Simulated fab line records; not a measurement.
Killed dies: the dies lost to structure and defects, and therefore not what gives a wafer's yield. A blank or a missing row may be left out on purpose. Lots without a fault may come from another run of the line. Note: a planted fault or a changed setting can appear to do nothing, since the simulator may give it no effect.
Lot-split experiment || flow n5 finfet || 21 wafers read across 7 lots, on a route 1938 steps long

== ABOUT THE SPLIT ==
At N5_BEOL_M2_VIA_ETCH_34 (etches the open film in C4F6/O2, target depth 69.4 nm, time 65.9 s), the setting time s was moved away from the recipe's 65.9 s on 7 of the 21 wafers read, by -18.7% to +21.2%. For the rest of the wafers, this setting stayed at what the recipe calls for.

The reading comes from the split's own step.

== THE READING ==
SOC_of_BEOL_M2_COAT_67.thk nm (the simulator's own value, which no gauge read), in nm, at N5_BEOL_M2_VIA_ETCH_34 (etches the open film in C4F6/O2, target depth 69.4 nm, time 65.9 s). The file does not state a usual value for it. The 14 wafers here that ran the recipe average 51.8 nm, standard deviation 0.27 nm.

{"wafer": "L076.1", "tool, chamber at the split": "rie diel-01, 3", "time s as run, s": 65.9, "against the recipe": "recipe", "SOC_of_BEOL_M2_COAT_67.thk nm, nm": 51.8, "against lot-mates on the recipe": "-"}
{"wafer": "L076.3", "tool, chamber at the split": "rie diel-01, 0", "time s as run, s": 65.9, "against the recipe": "recipe", "SOC_of_BEOL_M2_COAT_67.thk nm, nm": 52.2, "against lot-mates on the recipe": "-"}
{"wafer": "L076.4", "tool, chamber at the split": "rie diel-01, 2", "time s as run, s": 65.9, "against the recipe": "recipe", "SOC_of_BEOL_M2_COAT_67.thk nm, nm": 51.8, "against lot-mates on the recipe": "-"}
{"wafer": "L086.2", "tool, chamber at the split": "rie diel-06, 1", "time s as run, s": 65.9, "against the recipe": "recipe", "SOC_of_BEOL_M2_COAT_67.thk nm, nm": 52, "against lot-mates on the recipe": "-"}
{"wafer": "L086.3", "tool, chamber at the split": "rie diel-06, 2", "time s as run, s": 53.59, "against the recipe": "-18.7%", "SOC_of_BEOL_M2_COAT_67.thk nm, nm": 53.2, "against lot-mates on the recipe": "+1.4"}
{"wafer": "L086.4", "tool, chamber at the split": "rie diel-06, 0", "time s as run, s": 65.9, "against the recipe": "recipe", "SOC_of_BEOL_M2_COAT_67.thk nm, nm": 51.6, "against lot-mates on the recipe": "-"}
{"wafer": "L089.1", "tool, chamber at the split": "rie diel-03, 2", "time s as run, s": 65.9, "against the recipe": "recipe", "SOC_of_BEOL_M2_COAT_67.thk nm, nm": 52.2, "against lot-mates on the recipe": "-"}
{"wafer": "L089.4", "tool, chamber at the split": "rie diel-03, 0", "time s as run, s": 65.9, "against the recipe": "recipe", "SOC_of_BEOL_M2_COAT_67.thk nm, nm": 51.8, "against lot-mates on the recipe": "-"}
{"wafer": "L089.5", "tool, chamber at the split": "rie diel-03, 1", "time s as run, s": 65.9, "against the recipe": "recipe", "SOC_of_BEOL_M2_COAT_67.thk nm, nm": 51.8, "against lot-mates on the recipe": "-"}
{"wafer": "L087.1", "tool, chamber at the split": "rie diel-01, 2", "time s as run, s": 65.9, "against the recipe": "recipe", "SOC_of_BEOL_M2_COAT_67.thk nm, nm": 52, "against lot-mates on the recipe": "-"}
{"wafer": "L087.2", "tool, chamber at the split": "rie diel-01, 1", "time s as run, s": 65.9, "against the recipe": "recipe", "SOC_of_BEOL_M2_COAT_67.thk nm, nm": 51.6, "against lot-mates on the recipe": "-"}
{"wafer": "L087.6", "tool, chamber at the split": "rie diel-01, 0", "time s as run, s": 62.17, "against the recipe": "-5.7%", "SOC_of_BEOL_M2_COAT_67.thk nm, nm": 52.6, "against lot-mates on the recipe": "+0.8"}
{"wafer": "L090.2", "tool, chamber at the split": "rie diel-03, 0", "time s as run, s": 65.9, "against the recipe": "recipe", "SOC_of_BEOL_M2_COAT_67.thk nm, nm": 51.2, "against lot-mates on the recipe": "-"}
{"wafer": "L090.4", "tool, chamber at the split": "rie diel-03, 2", "time s as run, s": 65.9, "against the recipe": "recipe", "SOC_of_BEOL_M2_COAT_67.thk nm, nm": 51.6, "against lot-mates on the recipe": "-"}
{"wafer": "L090.5", "tool, chamber at the split": "rie diel-03, 3", "time s as run, s": 53.85, "against the recipe": "-18.3%", "SOC_of_BEOL_M2_COAT_67.thk nm, nm": 53, "against lot-mates on the recipe": "+1.6"}
{"wafer": "L092.2", "tool, chamber at the split": "rie diel-01, 0", "time s as run, s": 79.89, "against the recipe": "+21.2%", "SOC_of_BEOL_M2_COAT_67.thk nm, nm": 50.6, "against lot-mates on the recipe": -1.2}
{"wafer": "L092.3", "tool, chamber at the split": "rie diel-01, 1", "time s as run, s": 79.89, "against the recipe": "+21.2%", "SOC_of_BEOL_M2_COAT_67.thk nm, nm": 50, "against lot-mates on the recipe": -1.8}
{"wafer": "L092.4", "tool, chamber at the split": "rie diel-01, 3", "time s as run, s": 65.9, "against the recipe": "recipe", "SOC_of_BEOL_M2_COAT_67.thk nm, nm": 51.8, "against lot-mates on the recipe": "-"}
{"wafer": "L094.1", "tool, chamber at the split": "rie diel-01, 1", "time s as run, s": 65.9, "against the recipe": "recipe", "SOC_of_BEOL_M2_COAT_67.thk nm, nm": 51.4, "against lot-mates on the recipe": "-"}
{"wafer": "L094.5", "tool, chamber at the split": "rie diel-01, 3", "time s as run, s": 74.92, "against the recipe": "+13.7%", "SOC_of_BEOL_M2_COAT_67.thk nm, nm": 50.8, "against lot-mates on the recipe": -0.6}
{"wafer": "L094.6", "tool, chamber at the split": "rie diel-01, 0", "time s as run, s": 74.92, "against the recipe": "+13.7%", "SOC_of_BEOL_M2_COAT_67.thk nm, nm": 51.2, "against lot-mates on the recipe": -0.2}

FIT RESULTS
A straight line over all 21 wafers: SOC_of_BEOL_M2_COAT_67.thk nm changes by -0.0696 nm for each +1% of time s; r = -0.93; the points scatter about the line by 0.28 nm.
The same after taking each lot's own level away (the mean of its wafers on the recipe; 21 wafers): -0.0688 nm for each +1%; r = -0.93; scatter 0.27 nm.
According to that fit, moving time s by its largest amount changes the reading by 1.5 nm.
Across the lots, their own levels run from 51.40 to 51.93 nm, a range of 2.0 times the standard deviation given above.
Consequently the slope shifts little with the lot-to-lot level, the two slopes agreeing.
Check: -1.43 nm against its lot-mates is what the line predicts for one of the wafers moved furthest among these (+21.2%) when that wafer is left out of the fit. It came out at -1.2 nm against them.

== OTHER SPLITS ON THESE WAFERS ==
Other splits were also applied to these wafers ahead of the reading. Each is held against what the fit with the lots' levels taken away leaves over:
{"other split on the same wafers": "N5_BEOL_M0_CUTY_COAT_51 spin rpm", "wafers away from the commonest value": 4, "r with SOC_of_BEOL_M2_COAT_67.thk nm (lot level and that fit taken away)": -0.03}
{"other split on the same wafers": "N5_BEOL_M0_CUTY_DESCUM_61 time s", "wafers away from the commonest value": 7, "r with SOC_of_BEOL_M2_COAT_67.thk nm (lot level and that fit taken away)": "+0.27"}
{"other split on the same wafers": "N5_BEOL_M1_PECVD_72 time s", "wafers away from the commonest value": 11, "r with SOC_of_BEOL_M2_COAT_67.thk nm (lot level and that fit taken away)": "+0.08"}
{"other split on the same wafers": "N5_BEOL_M1_HM_DEP_02 target thk a", "wafers away from the commonest value": 5, "r with SOC_of_BEOL_M2_COAT_67.thk nm (lot level and that fit taken away)": -0.06}
{"other split on the same wafers": "N5_BEOL_M1_TRENCH_ETCH_37 bias w", "wafers away from the commonest value": 4, "r with SOC_of_BEOL_M2_COAT_67.thk nm (lot level and that fit taken away)": -0.04}
{"other split on the same wafers": "N5_BEOL_M2_ETCH_70 source w", "wafers away from the commonest value": 4, "r with SOC_of_BEOL_M2_COAT_67.thk nm (lot level and that fit taken away)": -0.09}

== THE WHOLE CHAIN: every reading that the file lists as answering this split, in the file's order ==
{"step": "N5_BEOL_M2_VIA_ETCH_34", "what it does": "etches the open film in C4F6/O2, target depth 69.4 nm, time 65.9 s", "reading": "etch.depth nm (the simulator's own value, which no gauge read)", "change (the file's fit)": "+0.67 nm for each +1% of the setting", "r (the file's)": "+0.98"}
{"step": "N5_BEOL_M2_VIA_ETCH_34", "what it does": "etches the open film in C4F6/O2, target depth 69.4 nm, time 65.9 s", "reading": "SOC_of_BEOL_M2_COAT_67.thk nm (the simulator's own value, which no gauge read)", "change (the file's fit)": "-0.0719 nm for each +1% of the setting", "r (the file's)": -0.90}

== THE FILE'S OWN FIT ==
SOC_of_BEOL_M2_COAT_67.thk nm changes by -0.0719 nm for each +1% of time s, r = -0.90.
